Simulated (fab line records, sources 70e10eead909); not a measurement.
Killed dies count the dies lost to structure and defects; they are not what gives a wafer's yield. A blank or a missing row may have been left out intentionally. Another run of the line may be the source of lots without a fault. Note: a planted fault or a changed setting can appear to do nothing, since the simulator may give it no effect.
fab line records + flow nand_harc
[record]
- lots = 6
- wafers = 18
- last_day = 32
route steps=1302 shown A_CONTACT@1100 A_BLC@1107 END@1302
lots that met no fault: from a run of the same line without faults
start_h: hours from the record's opening day to when the first of the lot's shown wafers began + wait_h: how many hours have passed since the lot's step before this one + " same as the row above + L1.1+2: one row covering several wafers at once + - no value, or no start given + * or withheld: withheld + < > ~ a bound
route shown NAME@n: names a module that has steps shown in the file, with the first one's number in the route + usual: the fault-free wafers' mean and standard deviation + same: alike in all rows + chamber/n: place in a boat + sites: readings site by site + _std_site: standard deviation across them + _edge_site: outer sites' mean less inner sites' + radius_mm: for every site, how far away it sits from the centre of the wafer + mask NAME#n: copy n + behind: the most recent tool/chamber to have shaped the wafer + hold: cause of the lot's hold/its duration in hours/its outcome + device: whichever transistor did not switch (one of n, p or np) + end of line: tests of these same wafers at the route's end + a step with no rows: only its recipe + killed: at the first sort, the dies lost to defects and structure; wafer yield is something else + map: a wafer's dies, marking killed ones x, the rest . and places with no die _
set.NAME: the setting the step ran with; set.NAME@STEP: the setting that earlier step ran with + model.NAME: the simulator's own value behind a step, which no gauge read
certain route steps with their lots: each step a table, each wafer a row
services: when a tool's chamber went out of use (start_h, in hours from the record's first day, below 0 if earlier), for how many hours, and the reason
[[steps]]
[step NHARC_A_CONTACT_STRIP_27]
[recipe]
- time_s = 600
- temp_c = 30
- chemistry = post_etch_residue_remover
[step NHARC_A_CONTACT_ALD_18]
[recipe]
- target_thk_a = 30
- pulse_time_s = 1
- ald_cycles = 150
- temp_c = 450
- material = TiN
[usual]
- heater_power_w = 1103/84
- precursor_pulse_height_rel = 0.999/0.019
| lot.wafer | tool         | chamber | start_h | wait_h | heater_power_w | precursor_pulse_height_rel | since_wet_clean_h |
|-----------|--------------|---------|---------|--------|----------------|----------------------------|-------------------|
| L903.2    | ald_metal-02 | 0       | 530.00  | -      | 1211           | 1.003                      | 88                |
| L903.3    | "            | 2       | "       | "      | 1167           | 0.990                      | 88                |
| L903.5    | "            | 0       | "       | "      | 1205           | 1.032                      | -                 |
| L915.2    | ald_metal-01 | 2       | 636.17  | -      | 1059           | 0.964                      | 100               |
| L915.1    | "            | 1       | "       | "      | 1072           | 0.990                      | 100               |
| L915.5    | "            | 2       | "       | "      | 1065           | 0.970                      | -                 |
| L916.2    | ald_metal-01 | 3       | 656.47  | -      | 1118           | 0.978                      | 121               |
| L916.5    | "            | 1       | "       | "      | 1099           | 1.011                      | -                 |
| L916.6    | "            | 2       | "       | "      | 1047           | 1.014                      | -                 |
| L920.4    | ald_metal-02 | 1       | 667.41  | -      | 1054           | 0.998                      | 47                |
| L920.1    | "            | 2       | "       | "      | 1240           | 0.990                      | 47                |
| L920.2    | "            | 3       | "       | "      | 1210           | 1.018                      | 47                |
| L919.2    | ald_metal-01 | 0       | 669.19  | -      | 1080           | 1.007                      | 133               |
| L919.6    | "            | 0       | "       | "      | 1061           | 0.993                      | -                 |
| L919.5    | "            | 1       | "       | "      | 1096           | 1.004                      | -                 |
| L923.3    | ald_metal-04 | 2       | 719.47  | -      | 1023           | 0.977                      | 58                |
| L923.4    | "            | 3       | "       | "      | 991            | 1.022                      | 58                |
| L923.6    | "            | 2       | "       | "      | 1028           | 1.008                      | -                 |
[step NHARC_A_CONTACT_CVD_19]
[recipe]
- target_thk_a = 3000
- temp_c = 300
- pressure_torr = 40
- wf6_flow_sccm = 40
- h2_flow_sccm = 1600
- ar_flow_sccm = 1560
- time_s = 802
- material = W
[usual]
- heater_power_w = 460/46
- throttle_valve_pct = 8.1/0.34
| lot.wafer | tool     | chamber | start_h | wait_h | heater_power_w | since_wet_clean_h | throttle_valve_pct |
|-----------|----------|---------|---------|--------|----------------|-------------------|--------------------|
| L903.2    | cvd_w-01 | 1       | -       | -      | 402            | 151               | 8.3                |
| L903.3    | "        | 0       | "       | "      | 485            | -                 | 8.4                |
| L903.5    | "        | 1       | "       | "      | 389            | -                 | 8.6                |
| L915.1    | cvd_w-01 | 1       | -       | -      | 395            | 76                | 8.2                |
| L915.2    | "        | 0       | "       | "      | 475            | 77                | 8.1                |
| L915.5    | "        | 0       | "       | "      | 477            | -                 | 8.0                |
| L916.2    | cvd_w-01 | 1       | -       | -      | 388            | 97                | 8.6                |
| L916.5    | "        | 1       | "       | "      | 391            | -                 | 8.3                |
| L916.6    | "        | 0       | "       | "      | 475            | -                 | 8.2                |
| L920.2    | cvd_w-01 | 0       | -       | -      | 477            | 108               | 7.9                |
| L920.1    | "        | 1       | "       | "      | 393            | 108               | 8.3                |
| L920.4    | "        | 0       | "       | "      | 483            | -                 | 8.2                |
| L919.2    | cvd_w-01 | 1       | -       | -      | 394            | 110               | 8.2                |
| L919.5    | "        | 1       | "       | "      | 399            | -                 | 8.0                |
| L919.6    | "        | 0       | "       | "      | 468            | -                 | 7.8                |
| L923.3    | cvd_w-02 | 1       | -       | -      | 495            | -                 | 8.3                |
| L923.4    | "        | 0       | "       | "      | 503            | -                 | 7.9                |
| L923.6    | "        | 0       | "       | "      | 494            | -                 | 7.7                |
[step NHARC_A_CONTACT_CMP_20]
[recipe]
- t_overpolish_s = 30
- target_thk_nm = 300
[usual]
- motor_current_A = 12.1/0.63
- overpolish_run_s = 29.998/0.009
- time_to_endpoint_s = 60/3.1
| lot.wafer | tool   | chamber | start_h | wait_h | motor_current_A | overpolish_run_s | time_to_endpoint_s |
|-----------|--------|---------|---------|--------|-----------------|------------------|--------------------|
| L903.2    | cmp-04 | 1       | 531.11  | 0.8    | 12.9            | 29.995           | 61                 |
| L903.3    | "      | 2       | "       | "      | 12.5            | 29.996           | 57                 |
| L903.5    | "      | 0       | "       | "      | 12.7            | 30.015           | 57                 |
| L915.1    | cmp-03 | 3       | 637.26  | 0.8    | 11.7            | 29.999           | 61                 |
| L915.2    | "      | 0       | "       | "      | 12.9            | 30.006           | 64                 |
| L915.5    | "      | 0       | "       | "      | 12.3            | 29.988           | 64                 |
| L916.2    | cmp-04 | 1       | 657.51  | 0.8    | 12.8            | 30.003           | 62                 |
| L916.5    | "      | 1       | "       | "      | 13.7            | 29.994           | 65                 |
| L916.6    | "      | 2       | "       | "      | 12.2            | 30.018           | 58                 |
| L920.1    | cmp-03 | 2       | 668.51  | 0.7    | 11.0            | 29.994           | 64                 |
| L920.4    | "      | 3       | "       | "      | 11.5            | 29.989           | 64                 |
| L920.2    | "      | 0       | "       | "      | 12.2            | 29.994           | 63                 |
| L919.2    | cmp-03 | 3       | 670.33  | 0.8    | 11.8            | 30.007           | 59                 |
| L919.6    | "      | 1       | "       | "      | 11.7            | 29.997           | 56                 |
| L919.5    | "      | 2       | "       | "      | 11.1            | 30.007           | 56                 |
| L923.4    | cmp-03 | 3       | 720.56  | 0.4    | 11.9            | 29.988           | 65                 |
| L923.3    | "      | 0       | "       | "      | 12.2            | 30.003           | 65                 |
| L923.6    | "      | 3       | "       | "      | 12.6            | 29.998           | 64                 |
[step NHARC_A_CONTACT_SRD_22]
[step NHARC_A_CONTACT_INSPECT_23]
[usual]
- raw_defect_count = 509/120
| lot.wafer | tool              | chamber | start_h | wait_h | raw_defect_count |
|-----------|-------------------|---------|---------|--------|------------------|
| L903.2    | defect_inspect-02 | -       | 531.49  | 0.1    | 579              |
| L903.3    | "                 | -       | "       | "      | 454              |
| L903.5    | "                 | -       | "       | "      | 384              |
| L915.1    | defect_inspect-01 | -       | 637.66  | 0.1    | 479              |
| L915.2    | "                 | -       | "       | "      | 410              |
| L915.5    | "                 | -       | "       | "      | 581              |
| L916.2    | defect_inspect-01 | -       | 657.92  | 0.1    | 442              |
| L916.5    | "                 | -       | "       | "      | 436              |
| L916.6    | "                 | -       | "       | "      | 473              |
| L920.1    | defect_inspect-02 | -       | 668.89  | 0.1    | 480              |
| L920.2    | "                 | -       | "       | "      | 615              |
| L920.4    | "                 | -       | "       | "      | 427              |
| L919.2    | defect_inspect-02 | -       | 670.69  | 0.1    | 408              |
| L919.5    | "                 | -       | "       | "      | 432              |
| L919.6    | "                 | -       | "       | "      | 371              |
| L923.3    | defect_inspect-01 | -       | 720.96  | 0.1    | 570              |
| L923.4    | "                 | -       | "       | "      | 690              |
| L923.6    | "                 | -       | "       | "      | 744              |
[step NHARC_A_BLC_DEHYDRATE_00]
[recipe]
- temp_c = 150
- time_s = 120
[step NHARC_A_BLC_HMDS_01]
[recipe]
- time_s = 30
[step NHARC_A_BLC_COAT_02]
[recipe]
- temp_c = 260
- time_s = 75
[step NHARC_A_BLC_COAT_03]
[recipe]
- temp_c = 225
- time_s = 65
[step NHARC_A_BLC_COAT_04]
[recipe]
- spin_rpm = 1500
- resist_thk_nm = 90
[step NHARC_A_BLC_SOFTBAKE_05]
[recipe]
- temp_c = 105
- time_s = 55
[usual]
- heater_power_total_W = 188.44/0.14
| lot.wafer | tool           | chamber | start_h | wait_h | heater_power_total_W |
|-----------|----------------|---------|---------|--------|----------------------|
| L903.2    | litho_track-04 | 0       | 531     | -      | 188.41               |
| L903.3    | "              | 0       | "       | "      | 188.37               |
| L903.5    | "              | 0       | "       | "      | 188.55               |
| L915.1    | litho_track-06 | 0       | 637     | -      | 182.72               |
| L915.2    | "              | 0       | "       | "      | 182.81               |
| L915.5    | "              | 0       | "       | "      | 182.79               |
| L916.2    | litho_track-06 | 0       | 657     | -      | 183.06               |
| L916.5    | "              | 0       | "       | "      | 182.55               |
| L916.6    | "              | 0       | "       | "      | 182.76               |
| L920.1    | litho_track-04 | 0       | 668     | -      | 188.43               |
| L920.2    | "              | 0       | "       | "      | 188.49               |
| L920.4    | "              | 0       | "       | "      | 188.33               |
| L919.2    | litho_track-01 | 0       | 670     | -      | 188.27               |
| L919.5    | "              | 0       | "       | "      | 188.35               |
| L919.6    | "              | 0       | "       | "      | 188.35               |
| L923.3    | litho_track-06 | 0       | 721     | -      | 188.63               |
| L923.4    | "              | 0       | "       | "      | 188.38               |
| L923.6    | "              | 0       | "       | "      | 188.49               |
[step NHARC_A_BLC_EBR_06]
[step NHARC_END_SORT_01]
[recipe]
- temp_c = 25
[usual]
- killed_at_array = 47/18
- killed_at_other = 0.9/1.1
- killed_at_periphery = 4/3.1
- killed_dies = 52/18
- killed_open = 3.1/1.5
- killed_short = 2.4/1.5
[same]
- gross_dies = 677
| lot.wafer | tool      | chamber | start_h | wait_h | killed_at_array | killed_at_other | killed_at_periphery | killed_dies | killed_open | killed_short |
|-----------|-----------|---------|---------|--------|-----------------|-----------------|---------------------|-------------|-------------|--------------|
| L903.2    | prober-02 | 0       | 577.36  | 2.8    | 39              | 2               | 7                   | 48          | 5           | 1            |
| L903.3    | prober-02 | 0       | 578.15  | 3.1    | 38              | 1               | 4                   | 43          | 3           | 1            |
| L903.5    | prober-02 | 0       | 579.72  | 3.7    | 45              | 0               | 9                   | 54          | 3           | 3            |
| L915.1    | prober-02 | 0       | 685.26  | 2.5    | 50              | 1               | 2                   | 53          | 4           | 1            |
| L915.2    | prober-02 | 0       | 686.06  | 2.8    | 55              | 1               | 3                   | 59          | 4           | 2            |
| L915.5    | prober-02 | 0       | 688.47  | 3.7    | 45              | 0               | 1                   | 46          | 3           | 0            |
| L916.2    | prober-02 | 0       | 704.59  | 2.8    | 48              | 0               | 2                   | 50          | 2           | 4            |
| L916.5    | prober-02 | 0       | 706.97  | 3.7    | 29              | 0               | 7                   | 36          | 2           | 2            |
| L916.6    | prober-02 | 0       | 707.77  | 4.0    | 44              | 0               | 4                   | 48          | 4           | 2            |
// killed by level:class
L903.2 A_SLIT:chamber_film_flake=15 A_CHANNEL_HOLE_D2:chamber_film_flake=6 P_CONTACT:chamber_film_flake=5 A_STAIRCASE:chamber_film_flake=5 A_CONTACT:chamber_film_flake=5 A_WL_FILL:chamber_film_flake=4 STARTING-WAFER:geometric_particle:open=2 P_STI:geometric_particle:open=1
L903.3 A_SLIT:chamber_film_flake=21 A_STAIRCASE:chamber_film_flake=5 A_CHANNEL_HOLE_D2:chamber_film_flake=4 P_CONTACT:chamber_film_flake=3 A_WL_FILL:chamber_film_flake=2 A_CONTACT:chamber_film_flake=2 A_ONON_D1:geometric_particle:short=1 A_DECK1_JOINT:geometric_particle:open=1
L903.5 A_SLIT:chamber_film_flake=20 A_WL_FILL:chamber_film_flake=6 P_CONTACT:chamber_film_flake=5 A_STAIRCASE:chamber_film_flake=5 A_CHANNEL_HOLE_D1:chamber_film_flake=3 A_CONTACT:chamber_film_flake=3 A_CHANNEL_HOLE_D2:chamber_film_flake=2 A_M0:chamber_film_flake=2
L915.1 A_CHANNEL_HOLE_D1:chamber_film_flake=15 A_CHANNEL_HOLE_D2:chamber_film_flake=14 A_SLIT:chamber_film_flake=7 A_CONTACT:chamber_film_flake=5 A_CHANNEL_FILL_D1:geometric_particle:open=2 A_CHANNEL_FILL_D2:chamber_film_flake=2 P_M0:geometric_particle:short=1 A_ONON_D2:geometric_particle:open=1
L915.2 A_CHANNEL_HOLE_D2:chamber_film_flake=24 A_CHANNEL_HOLE_D1:chamber_film_flake=16 A_DECK1_JOINT:chamber_film_flake=3 A_STAIRCASE:chamber_film_flake=3 A_SLIT:chamber_film_flake=2 P_GATE:geometric_particle:open=1 A_ONON_D1:geometric_particle:short=1 A_DECK1_JOINT:geometric_particle:open=1
L915.5 A_CHANNEL_HOLE_D2:chamber_film_flake=19 A_CHANNEL_HOLE_D1:chamber_film_flake=14 A_WL_FILL:chamber_film_flake=3 A_CHANNEL_FILL_D1:geometric_particle:open=2 A_CONTACT:chamber_film_flake=2 A_SGD_CUT:geometric_particle:open=1 P_STI:chamber_film_flake=1 A_CHANNEL_FILL_D1:chamber_film_flake=1
L916.2 A_CHANNEL_HOLE_D1:chamber_film_flake=32 A_STAIRCASE:chamber_film_flake=5 A_SOURCE_PLATE:geometric_particle:short=1 A_DECK1_JOINT:geometric_particle:open=1 A_CHANNEL_HOLE_D2:geometric_particle:short=1 A_SGD_CUT:geometric_particle:open=1 A_WL_FILL:geometric_particle:short=1 A_BONDPAD:geometric_particle:short=1
L916.5 A_CHANNEL_HOLE_D1:chamber_film_flake=15 P_GATE:chamber_film_flake=4 A_SLIT:chamber_film_flake=3 P_STI:chamber_film_flake=2 A_CHANNEL_FILL_D2:chamber_film_flake=2 A_STAIRCASE:chamber_film_flake=2 A_BONDPAD:chamber_film_flake=2 P_M0:geometric_particle:open=1
L916.6 A_CHANNEL_HOLE_D1:chamber_film_flake=29 A_SLIT:chamber_film_flake=3 A_STAIRCASE:chamber_film_flake=3 A_BONDPAD:chamber_film_flake=2 P_CONTACT:geometric_particle:open=1 P_M0:geometric_particle:open=1 A_CHANNEL_HOLE_D1:geometric_particle:open=1 A_CHANNEL_FILL_D1:geometric_particle:open=1
[[services]]
| tool           | chamber | start_h | hours | kind   |
|----------------|---------|---------|-------|--------|
| cmp-04         | -       | 512.11  | 4.0   | pm     |
| ald_metal-01   | 0       | 512.28  | 4.9   | repair |
| cmp-03         | -       | 519.06  | 2.2   | repair |
| cmp-04         | -       | 525.35  | 3.0   | repair |
| ald_metal-01   | -       | 526.00  | 10.0  | pm     |
| litho_track-06 | -       | 529.00  | 7.0   | pm     |
| ald_metal-01   | 2       | 539.32  | 11.5  | repair |
| cvd_w-01       | -       | 547.00  | 13.0  | pm     |
| cmp-03         | -       | 549.84  | 1.4   | repair |
| cmp-03         | -       | 554.00  | 4.0   | pm     |
| cvd_w-01       | 0       | 563.77  | 17.3  | repair |
| cmp-03         | -       | 565.42  | 2.7   | repair |
| cvd_w-01       | 1       | 578.98  | 6.6   | repair |
| cmp-03         | -       | 583.77  | 0.7   | repair |
| ald_metal-01   | 3       | 594.40  | 6.4   | repair |
| cvd_w-01       | -       | 605.24  | 1.0   | repair |
| ald_metal-01   | 2       | 607.70  | 2.9   | repair |
| cmp-03         | -       | 619.62  | 1.4   | repair |
| cvd_w-01       | -       | 624.46  | 2.1   | repair |
| cmp-03         | -       | 652.00  | 4.0   | pm     |
| ald_metal-01   | 3       | 686.23  | 8.8   | repair |
| ald_metal-01   | 2       | 695.46  | 1.6   | repair |
| ald_metal-01   | -       | 704.00  | 10.0  | pm     |
| litho_track-06 | -       | 704.00  | 7.0   | pm     |
[[key]]
[first_sign]
- step = NHARC_A_BLC_SOFTBAKE_05
- reading = heater_power_total_W
- direction = down
- sigmas = 39
- usual = *
- struck = *
effect none on later readings
met_at NHARC_A_BLC_SOFTBAKE_05
struck_wafers L915.1,L915.2,L915.5,L916.2,L916.5,L916.6
tester_left_out L915,L916
[fault]
- kind = process_parameter_drift
- tool = litho_track-06
- chamber = -
- onset_h = 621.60
- steps = NHARC_A_BLC_SOFTBAKE_05
- channel = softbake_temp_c
- offset = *
- shape = step
- end_h = 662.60
- acts_in = *
- stated = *
// tester_left_out: of these lots the tester's yield and bins aren't shown, on N5 and GAA mostly nor the transistor test; their killed dies are dies lost to structure and defects alone, not to doping, threshold or leakage, so they don't give the yield
